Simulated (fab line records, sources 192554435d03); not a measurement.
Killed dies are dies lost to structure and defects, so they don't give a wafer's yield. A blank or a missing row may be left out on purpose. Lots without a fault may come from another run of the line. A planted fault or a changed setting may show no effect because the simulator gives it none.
fab line records | flow n5_finfet
record lots=5 wafers=13 last_day=20
route steps=1938 shown BEOL_M4@1099 BEOL_M5@1112 PASSIVATION@1929
lots that met no fault: from a run of the same line without faults
start_h: hours from the record's first day to the start of the lot's first wafer shown | wait_h: hours since the lot's step before | " the same as in the row above | L1.1+2: a row that stands for several wafers | - no value, or no start given | * or withheld: withheld | < > ~ a bound
route shown NAME@n: a module of which the file shows steps, and the number in the route of the first | usual: mean/standard deviation of fault-free wafers | same: alike in all rows | chamber/n: place in a boat | sites: the reading at each site | _std_site: their standard deviation | _edge_site: outer sites' mean less inner sites' | radius_mm: how far each site lies from the wafer's centre | mask NAME#n: copy n | behind: the tool/chamber that last shaped the wafer | hold: why the lot was held/for how many hours/how that ended | device: the transistor (n, p or np) that didn't switch | end of line: the same wafers' tests at the end of the route | a step without rows: its recipe alone | killed: dies lost to structure and defects at the first sort, not the wafer's yield | map: a wafer's dies, x killed, . not, _ none there
set.NAME: the setting as run; set.NAME@STEP: as run at that earlier step | model.NAME: the simulator's own value behind a step, which no gauge read
lots at some steps of the route; a table a step, a row a wafer
services: from which hour (start_h, from the record's first day; less than 0 if before it) a tool's chamber was out of use, for how many hours, and why
## steps
# step N5_BEOL_M4_ANNEAL_95
# recipe temp_c=400 time_s=240 ambient=vacuum
# step N5_BEOL_M4_SPUTTER_96
# recipe material=Cu target_thk_a=45 temp_c=-20 chamber_pressure_pa=0.07 power_w=withheld time_s=8.29
# step N5_BEOL_M4_ECD_50
# recipe material=Cu target_thk_a=3000
# step N5_BEOL_M4_ANNEAL_51
# recipe temp_c=225 time_s=90 ambient=N2
# step N5_BEOL_M4_CMP_52
# recipe stop_on=SiOC t_overpolish_s=6.8 down_force_psi=1 platen_rpm=50 clearing_platen_down_force_psi=1.5 clearing_platen_rpm=50 post_cmp_clean=cu_alkaline target_thk_nm=40 clearing_platen_pad_velocity_m_s=0.99484 pad_velocity_m_s=0.99484
# step N5_BEOL_M4_PRE_CLEAN_60
# recipe gas=NH3/H2 time_s=15 temp_c=* rf_power_w=300
# step N5_BEOL_M4_CO_CAP_55
# recipe material=Co target_thk_a=20 temp_c=200 precursor=CCTBA/H2 pressure_torr=30 time_s=102.1
# step N5_BEOL_M4_PRE_CLEAN_56
# recipe gas=NH3 time_s=15 temp_c=withheld rf_power_w=300
# step N5_BEOL_M4_DEP_57
# recipe material=SiCN target_thk_a=80 temp_c=withheld precursor=3MS/NH3 pressure_torr=3 rf_w=202 time_s=14
# step N5_BEOL_M4_RC_MEAS_101
# usual DIBL_N=36.3/1.6 DIBL_P=36.4/2.1 IOFF_N=0.16/0.032 IOFF_P=0.22/0.044 ION_N=675/12 ION_P=463/8.3 SS_N=71.6/0.64 SS_P=73.3/0.67 VT_N=250/3.3 VT_P=-250/3.7
# columns lot.wafer tool chamber start_h wait_h DIBL_N[mV/V] DIBL_P[mV/V] IOFF_N[nA/um] IOFF_P[nA/um] ION_N[uA/um] ION_P[uA/um] SS_N[mV/dec] SS_P[mV/dec] VT_N[mV] VT_P[mV]
L361.2 prober-01 0 219.13 0.2 37.4 38.4 0.19 0.25 684 468 71.2 73.8 245 -248
L361.4 " 0 " " 37.6 38.7 0.18 0.24 682 468 72.0 73.3 249 -250
L361.6 " 0 " " 35.2 35.4 0.15 0.20 660 463 70.3 72.8 250 -250
L365.2 prober-01 0 254.86 0.2 37.6 37.0 0.17 0.28 682 475 72.1 72.7 250 -244
L365.5 " 0 " " 37.5 37.5 0.17 0.29 677 472 72.6 73.3 248 -242
L368.2 prober-02 0 287.15 0.2 33.6 32.0 0.12 0.19 662 463 70.6 72.5 254 -250
L368.4 " 0 " " 34.8 35.0 0.15 0.23 677 465 71.1 72.6 249 -247
L368.5 " 0 " " 35.6 34.6 0.15 0.22 671 462 71.6 73.3 251 -247
L372.2 prober-02 0 306.26 0.9 34.9 36.5 0.16 0.22 686 473 71.5 73.9 248 -252
L372.5 " 0 " " 33.3 33.8 0.12 0.18 653 452 71.9 72.8 255 -253
L380.1 prober-01 0 381.10 0.0 36.1 35.0 0.16 0.21 677 464 72.1 72.6 251 -249
L380.2 " 0 " " 37.0 36.6 0.17 0.23 676 468 72.2 73.1 249 -247
L380.4 " 0 " " 36.2 36.2 0.16 0.23 686 473 71.7 72.7 248 -250
# step N5_BEOL_M5_ILD_DEP_00
# recipe material=SiCOH_lowk target_thk_a=1406.4 temp_c=300 precursor=DEMS/porogen pressure_torr=5 rf_w=500 time_s=25.9
# step N5_BEOL_M5_CURE_79
# recipe temp_c=385 time_s=240 ambient=He/Ar material=SiCOH_lowk
# step N5_BEOL_M5_PECVD_70
# recipe material=SiO2 target_thk_a=160 temp_c=400 precursor=TEOS/O2 pressure_torr=5.5 rf_w=450 teos_flow_sccm=53.8 gas=O2 flow_sccm=3000 time_s=18
# step N5_BEOL_M5_HM_DEP_02
# recipe material=TiN target_thk_a=200 temp_c=25 chamber_pressure_pa=0.49996
# step N5_BEOL_M5_COAT_59
# recipe resist=SOC temp_c=250 time_s=60 spin_rpm=1500 resist_thk_nm=60
# step N5_BEOL_M5_COAT_60
# recipe resist=SiARC temp_c=220 time_s=60 spin_rpm=1500 resist_thk_nm=12
# step N5_BEOL_M5_COAT_71
# recipe resist=underlayer temp_c=205 time_s=60 spin_rpm=1500 resist_thk_nm=5
# step N5_BEOL_M5_COAT_05
# recipe resist=CAR-EUV spin_rpm=1500 resist_thk_nm=30
# step N5_BEOL_M5_EBR_07
# recipe solvent=PGMEA ebr_width_mm=1.5
# step N5_BEOL_M5_SOFTBAKE_06
# recipe temp_c=110 time_s=60 resist=CAR-EUV
# step N5_BEOL_M5_EXPOSE_08
# recipe mask_id=M5 na=0.33 source_shape=annular sigma_inner=0.4 sigma_outer=0.8 polarization=unpolarized target_cd_nm=28 dose_mj=35.75
# step N5_BEOL_M5_PEB_09
# recipe peb_temp_c=100 peb_time_s=60 resist=CAR-EUV
# step N5_BEOL_M5_DEVELOP_10
# recipe develop_time_s=30 developer=TMAH resist=CAR-EUV rinse_liquid=surfactant_rinse dry=air_spin dev_temp_c=23
# step N5_BEOL_M5_DESCUM_16
# recipe chemistry=O2 time_s=7 source_power_w=50 bias_power_w=20 pressure_mtorr=20 rf_frequency_hz=2.712e+07 temp_c=40 resist=CAR-EUV o2_flow_sccm=225
# step N5_BEOL_M5_ETCH_72
# recipe chemistry=N2/H2 target=underlayer target_depth_a=65 mask_material=CAR-EUV time_s=5.2 ion_energy_ev=200 pressure_mtorr=30 source_w=840 bias_w=150 n2_flow_sccm=200 h2_flow_sccm=200 ends=cleared
# step N5_BEOL_M5_ETCH_61
# recipe chemistry=CF4 target=SiARC target_depth_a=156 mask_material=CAR-EUV time_s=26 ion_energy_ev=80 pressure_mtorr=40 source_w=545 bias_w=36 Ar_flow_sccm=100 cf4_flow_sccm=100 ends=cleared
# step N5_BEOL_M5_ETCH_62
# recipe chemistry=N2/H2 target=SOC target_depth_a=750 overetch_a=150 mask_material=SiARC temp_c=40 time_s=112.5 ion_energy_ev=200 pressure_mtorr=30 source_w=840 bias_w=150 n2_flow_sccm=200 h2_flow_sccm=200
# step N5_BEOL_M5_STRIP_63
# recipe chemistry=N2/H2 temp_c=40 n2_flow_sccm=200 h2_flow_sccm=200 rf_frequency_hz=6e+07
# step N5_BEOL_M5_STRIP_73
# recipe chemistry=N2/H2 temp_c=40 n2_flow_sccm=200 h2_flow_sccm=200 rf_frequency_hz=6e+07
# step N5_BEOL_M5_STRIP_64
# recipe chemistry=CF4 resist=SiARC power_w=300 bias_power_w=75 pressure_mtorr=50 cf4_flow_sccm=150 rf_frequency_hz=6e+07
# step N5_BEOL_M5_HM_OPEN_17
# recipe chemistry=Cl2/BCl3 target_depth_a=200 overetch_a=60 target=TiN mask_material=SOC ion_energy_ev=150 pressure_mtorr=10 icp_w=1000 bias_w=126 Cl2_flow_sccm=53.25 bcl3_flow_sccm=21.75 Ar_flow_sccm=25
# step N5_BEOL_M5_STRIP_19
# recipe chemistry=O2 power_w=400 temp_c=40 pressure_mtorr=30 rf_frequency_hz=6e+07 bias_power_w=0 overash_fraction=0.2 o2_flow_sccm=225
# step N5_BEOL_M5_COAT_65
# recipe resist=SOC temp_c=250 time_s=60 spin_rpm=1500 resist_thk_nm=60
# step N5_BEOL_M5_COAT_66
# recipe resist=SiARC temp_c=220 time_s=60 spin_rpm=1500 resist_thk_nm=12
# step N5_PASSIVATION_PASS_ETCH_47
# recipe chemistry=CF4/O2 target=SiNx target_depth_a=7700 time_s=385 ion_energy_ev=100 pressure_mtorr=40 source_w=535 bias_w=49 Ar_flow_sccm=100 cf4_flow_sccm=100 O2_flow_sccm=10
# usual drypump_motor_current_A=5.9/0.54 oes_ar_750_au=0.84/0.074 oes_product_au=0.84/0.077 rf_vpp_V=241/3.9 run_length_s=408.4/0.38 showerhead_plenum_p_Torr=2.23/0.073 throttle_valve_pct=15.71/0.29
# columns lot.wafer tool chamber start_h wait_h drypump_motor_current_A oes_ar_750_au oes_product_au rf_hours_counter_h rf_vpp_V run_length_s showerhead_plenum_p_Torr throttle_valve_pct model.etch.depth_nm
L361.2 rie_diel-06 3 339.95 0.0 6.8 0.89 0.90 19 244 408.3 2.26 15.57 760.8
L361.4 " 3 " " 6.8 0.89 0.91 - 244 408.4 2.26 15.57 765.2
L361.6 " 0 " " 5.9 0.69 0.70 - 249 408.1 2.25 16.13 762.4
L365.2 rie_diel-06 3 369.77 0.0 6.7 0.87 0.88 34 242 408.3 2.26 15.59 755.4
L365.5 " 3 " " 6.8 0.86 0.89 - 244 248.8 2.26 15.59 441.1
L368.2 rie_diel-06 2 393.85 0.0 6.2 0.86 0.87 37 245 408.7 2.23 15.58 780.4
L368.4 " 3 " " 6.8 0.85 0.86 - 243 408.0 2.26 15.62 761.2
L368.5 " 2 " " 6.3 0.86 0.86 - 247 248.9 2.23 15.59 462.1
L372.2 rie_diel-06 2 411.67 0.0 6.2 0.85 0.84 45 246 408.4 2.23 15.62 779.7
L372.5 " 2 " " 6.1 0.84 0.86 - 245 249.4 2.23 15.61 463.1
L380.1 rie_diel-02 2 472.93 0.0 5.2 0.82 0.82 85 240 408.1 2.16 15.76 791.5
L380.2 " 3 " " 6.3 0.87 0.87 32 241 407.9 2.33 15.39 783.3
L380.4 " 0 " " 6.1 0.80 0.79 124 243 409.0 2.30 15.43 776
# step N5_PASSIVATION_PROBE_49
# usual defect_limited_yield=91.4/1.2 killed_at_M0_to_M3=35/11 killed_at_M4_up=14/6 killed_at_contacts=12/6.7 killed_at_front_end=37/9.7 killed_at_other=3.5/2.5 killed_dies=102/15 killed_on_rim=13/3.6 killed_open=67/12 killed_short=33/7.3 sort_bin_5_function=5.1/0.81 sort_bin_6_memory=3.2/0.65 sort_n_pass=1078/15 sort_yield_pct=91.4/1.2
# same gross_dies=1180 killed_at_back_side=0 sort_bin_4_leakage[%]=0 sort_bin_8_speed[%]=0
# columns lot.wafer tool chamber start_h wait_h defect_limited_yield[%] killed_at_M0_to_M3 killed_at_M4_up killed_at_contacts killed_at_front_end killed_at_other killed_dies killed_on_rim killed_open killed_short sort_bin_5_function[%] sort_bin_6_memory[%] sort_n_pass sort_yield_pct[%]
L361.2 prober-01 - 343.01 0.1 90.8 20 17 32 35 4 108 10 82 26 5.3 3.7 1072 90.8
L361.4 prober-01 - 343.11 0.2 90.4 24 14 21 48 6 113 16 74 39 5.8 3.5 1067 90.4
L361.6 prober-01 - 343.21 0.3 91.5 21 18 19 39 3 100 14 64 36 5.4 2.7 1080 91.5
L365.5 prober-01 - 372.97 0.2 0 56 11 8 33 1072 1180 152 74 36 96.3 3.6 0 0
L368.2 prober-01 - 396.91 0.1 92.2 42 20 8 21 1 92 11 66 26 4.4 3.1 1088 92.2
L368.4 prober-01 - 397.01 0.2 89.8 47 20 16 34 3 120 23 87 32 5.8 3.9 1060 89.8
L368.5 prober-01 - 397.06 0.2 0 32 34 14 46 1054 1180 152 97 36 94.7 4.9 0 0
L372.5 prober-01 - 416.47 0.2 0 30 10 11 51 1078 1180 152 78 26 96.4 3.3 0 0
# killed by level:class
L361.2 MOL_CONTACT_COAG:geometric_particle:open=28 FIN_SAQP:geometric_particle:open=11 BEOL_M1:geometric_particle:open=7 BEOL_M4:geometric_particle:open=7 FIN_SAQP:geometric_particle:short=5 ILD0:geometric_particle:open=4 GATE_CUT:geometric_particle:short=4 MOL_CONTACT_COAG:geometric_particle:short=4
L361.4 FIN_SAQP:geometric_particle:short=16 MOL_CONTACT_COAG:geometric_particle:open=16 FIN_SAQP:geometric_particle:open=13 BEOL_M2:geometric_particle:open=9 STI_FIN_REVEAL:geometric_particle:open=7 MOL_CONTACT_COAG:geometric_particle:short=5 BEOL_M0:geometric_particle:open=5 BEOL_M5:geometric_particle:open=5
L361.6 FIN_SAQP:geometric_particle:short=15 MOL_CONTACT_COAG:geometric_particle:open=15 FIN_SAQP:geometric_particle:open=8 STI_FIN_REVEAL:geometric_particle:open=8 BEOL_M1:geometric_particle:open=7 BEOL_M0_SAQP:geometric_particle:short=5 BEOL_M6:geometric_particle:open=5 MOL_CONTACT_COAG:geometric_particle:short=4
L365.5 PASSIVATION:area_etch=1070 BEOL_M0_SAQP:geometric_particle:short=15 STI_FIN_REVEAL:geometric_particle:open=14 BEOL_M2:geometric_particle:open=10 BEOL_M0_SAQP:geometric_particle:open=8 MOL_CONTACT_COAG:geometric_particle:open=8 FIN_SAQP:geometric_particle:short=6 BEOL_M3:geometric_particle:short=6
L368.2 BEOL_M4:geometric_particle:open=14 BEOL_M0_SAQP:geometric_particle:open=11 BEOL_M0_SAQP:geometric_particle:short=10 BEOL_M2:geometric_particle:open=8 BEOL_M3:geometric_particle:open=8 MOL_CONTACT_COAG:geometric_particle:open=7 FIN_SAQP:geometric_particle:open=4 BEOL_M1:geometric_particle:open=4
L368.4 BEOL_M0_SAQP:geometric_particle:open=25 BEOL_M4:geometric_particle:open=14 MOL_CONTACT_COAG:geometric_particle:open=13 BEOL_M0_SAQP:geometric_particle:short=10 DUMMY_GATE:geometric_particle:open=9 FIN_SAQP:geometric_particle:open=6 GATE_CUT:geometric_particle:short=5 BEOL_M2:geometric_particle:open=4
L368.5 PASSIVATION:area_etch=1045 BEOL_M4:geometric_particle:open=14 MOL_CONTACT_COAG:geometric_particle:open=13 FIN_SAQP:geometric_particle:open=10 BEOL_M0_SAQP:geometric_particle:open=8 BEOL_M2:geometric_particle:open=8 PAD_METAL:geometric_particle:open=8 BEOL_M0_SAQP:geometric_particle:short=6
L372.5 PASSIVATION:area_etch=1074 FIN_SAQP:geometric_particle:open=18 STI_FIN_REVEAL:geometric_particle:open=18 MOL_CONTACT_COAG:geometric_particle:open=11 BEOL_M0_SAQP:geometric_particle:short=11 BEOL_M0_SAQP:geometric_particle:open=9 FIN_SAQP:geometric_particle:short=7 BEOL_M2:geometric_particle:open=4
# map L365.5 (x killed, . not)
_________________xxxxxxxxxxxx________________
______________xxxxxxxxxxxxxxxxxx_____________
___________xxxxxxxxxxxxxxxxxxxxxxxx__________
__________xxxxxxxxxxxxxxxxxxxxxxxxxx_________
________xxxxxxxxxxxxxxxxxxxxxxxxxxxxxx_______
_______xxxxxxxxxxxxxxxxxxxxxxxxxxxxxxxx______
______xxxxxxxxxxxxxxxxxxxxxxxxxxxxxxxxxx_____
_____xxxxxxxxxxxxxxxxxxxxxxxxxxxxxxxxxxxx____
____xxxxxxxxxxxxxxxxxxxxxxxxxxxxxxxxxxxxxx___
___xxxxxxxxxxxxxxxxxxxxxxxxxxxxxxxxxxxxxxxx__
___xxxxxxxxxxxxxxxxxxxxxxxxxxxxxxxxxxxxxxxx__
__xxxxxxxxxxxxxxxxxxxxxxxxxxxxxxxxxxxxxxxxxx_
__xxxxxxxxxxxxxxxxxxxxxxxxxxxxxxxxxxxxxxxxxx_
_xxxxxxxxxxxxxxxxxxxxxxxxxxxxxxxxxxxxxxxxxxxx
_xxxxxxxxxxxxxxxxxxxxxxxxxxxxxxxxxxxxxxxxxxxx
_xxxxxxxxxxxxxxxxxxxxxxxxxxxxxxxxxxxxxxxxxxxx
_xxxxxxxxxxxxxxxxxxxxxxxxxxxxxxxxxxxxxxxxxxxx
_xxxxxxxxxxxxxxxxxxxxxxxxxxxxxxxxxxxxxxxxxxxx
_xxxxxxxxxxxxxxxxxxxxxxxxxxxxxxxxxxxxxxxxxxxx
_xxxxxxxxxxxxxxxxxxxxxxxxxxxxxxxxxxxxxxxxxxxx
_xxxxxxxxxxxxxxxxxxxxxxxxxxxxxxxxxxxxxxxxxxxx
__xxxxxxxxxxxxxxxxxxxxxxxxxxxxxxxxxxxxxxxxxx_
__xxxxxxxxxxxxxxxxxxxxxxxxxxxxxxxxxxxxxxxxxx_
___xxxxxxxxxxxxxxxxxxxxxxxxxxxxxxxxxxxxxxxx__
___xxxxxxxxxxxxxxxxxxxxxxxxxxxxxxxxxxxxxxxx__
____xxxxxxxxxxxxxxxxxxxxxxxxxxxxxxxxxxxxxx___
_____xxxxxxxxxxxxxxxxxxxxxxxxxxxxxxxxxxxx____
______xxxxxxxxxxxxxxxxxxxxxxxxxxxxxxxxxx_____
_______xxxxxxxxxxxxxxxxxxxxxxxxxxxxxxxx______
________xxxxxxxxxxxxxxxxxxxxxxxxxxxxxx_______
__________xxxxxxxxxxxxxxxxxxxxxxxxxx_________
___________xxxxxxxxxxxxxxxxxxxxxxxx__________
______________xxxxxxxxxxxxxxxxxx_____________
_________________xxxxxxxxxxxx________________
# map L368.5 (x killed, . not)
_________________xxxxxxxxxxxx________________
______________xxxxxxxxxxxxxxxxxx_____________
___________xxxxxxxxxxxxxxxxxxxxxxxx__________
__________xxxxxxxxxxxxxxxxxxxxxxxxxx_________
________xxxxxxxxxxxxxxxxxxxxxxxxxxxxxx_______
_______xxxxxxxxxxxxxxxxxxxxxxxxxxxxxxxx______
______xxxxxxxxxxxxxxxxxxxxxxxxxxxxxxxxxx_____
_____xxxxxxxxxxxxxxxxxxxxxxxxxxxxxxxxxxxx____
____xxxxxxxxxxxxxxxxxxxxxxxxxxxxxxxxxxxxxx___
___xxxxxxxxxxxxxxxxxxxxxxxxxxxxxxxxxxxxxxxx__
___xxxxxxxxxxxxxxxxxxxxxxxxxxxxxxxxxxxxxxxx__
__xxxxxxxxxxxxxxxxxxxxxxxxxxxxxxxxxxxxxxxxxx_
__xxxxxxxxxxxxxxxxxxxxxxxxxxxxxxxxxxxxxxxxxx_
_xxxxxxxxxxxxxxxxxxxxxxxxxxxxxxxxxxxxxxxxxxxx
_xxxxxxxxxxxxxxxxxxxxxxxxxxxxxxxxxxxxxxxxxxxx
_xxxxxxxxxxxxxxxxxxxxxxxxxxxxxxxxxxxxxxxxxxxx
_xxxxxxxxxxxxxxxxxxxxxxxxxxxxxxxxxxxxxxxxxxxx
_xxxxxxxxxxxxxxxxxxxxxxxxxxxxxxxxxxxxxxxxxxxx
_xxxxxxxxxxxxxxxxxxxxxxxxxxxxxxxxxxxxxxxxxxxx
_xxxxxxxxxxxxxxxxxxxxxxxxxxxxxxxxxxxxxxxxxxxx
_xxxxxxxxxxxxxxxxxxxxxxxxxxxxxxxxxxxxxxxxxxxx
__xxxxxxxxxxxxxxxxxxxxxxxxxxxxxxxxxxxxxxxxxx_
__xxxxxxxxxxxxxxxxxxxxxxxxxxxxxxxxxxxxxxxxxx_
___xxxxxxxxxxxxxxxxxxxxxxxxxxxxxxxxxxxxxxxx__
___xxxxxxxxxxxxxxxxxxxxxxxxxxxxxxxxxxxxxxxx__
____xxxxxxxxxxxxxxxxxxxxxxxxxxxxxxxxxxxxxx___
_____xxxxxxxxxxxxxxxxxxxxxxxxxxxxxxxxxxxx____
______xxxxxxxxxxxxxxxxxxxxxxxxxxxxxxxxxx_____
_______xxxxxxxxxxxxxxxxxxxxxxxxxxxxxxxx______
________xxxxxxxxxxxxxxxxxxxxxxxxxxxxxx_______
__________xxxxxxxxxxxxxxxxxxxxxxxxxx_________
___________xxxxxxxxxxxxxxxxxxxxxxxx__________
______________xxxxxxxxxxxxxxxxxx_____________
_________________xxxxxxxxxxxx________________
## services
# columns tool chamber start_h hours kind
rie_diel-02 - 336.28 0.6 repair
rie_diel-06 1 337.72 - clean
rie_diel-06 1 337.72 - consumable_replace:focus_ring
rie_diel-06 1 337.72 25.3 scheduled_down
rie_diel-06 1 337.72 25.3 vent_cycle
rie_diel-06 0 363.10 - clean
rie_diel-06 0 363.10 - consumable_replace:focus_ring
rie_diel-06 0 363.10 26.1 scheduled_down
rie_diel-06 0 363.10 26.1 vent_cycle
rie_diel-02 3 363.70 - clean
rie_diel-02 3 363.70 - consumable_replace:focus_ring
rie_diel-02 3 363.70 - consumable_replace:showerhead
rie_diel-02 3 363.70 19.9 scheduled_down
rie_diel-02 3 363.70 19.9 vent_cycle
rie_diel-06 - 367.66 0.3 repair
rie_diel-06 0 391.80 48.8 repair
rie_diel-06 1 404.37 14.4 repair
rie_diel-02 1 468.47 3.3 repair
## key
first_sign step=N5_PASSIVATION_PASS_ETCH_47 reading=run_length_s direction=down sigmas=99+ usual=* struck=*
effect step=N5_PASSIVATION_PROBE_49 reading=killed_at_other direction=up sigmas=99+ usual=3.5 struck=1068
model_effect step=N5_PASSIVATION_PASS_ETCH_47 value=etch.depth_nm without=777.7 struck=455.5
more_kills_born_at N5_PASSIVATION_PASS_ETCH_47@rie_diel-06=3189
met_at N5_PASSIVATION_PASS_ETCH_47
struck_wafers L365.5,L368.5,L372.5
later_rows_left_out L365.5,L368.5,L372.5
onset_between 339.95 369.77
fault kind=process_parameter_drift tool=rie_diel-06 chamber=- onset_h=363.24 steps=N5_PASSIVATION_PASS_ETCH_47 channel=time_s offset=* shape=step end_h=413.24 scope=struck_wafers_only acts_in=* stated=*
# later_rows_left_out: the simulator's readings of these wafers behind a module that went badly wrong aren't trusted and aren't shown, but for the sort
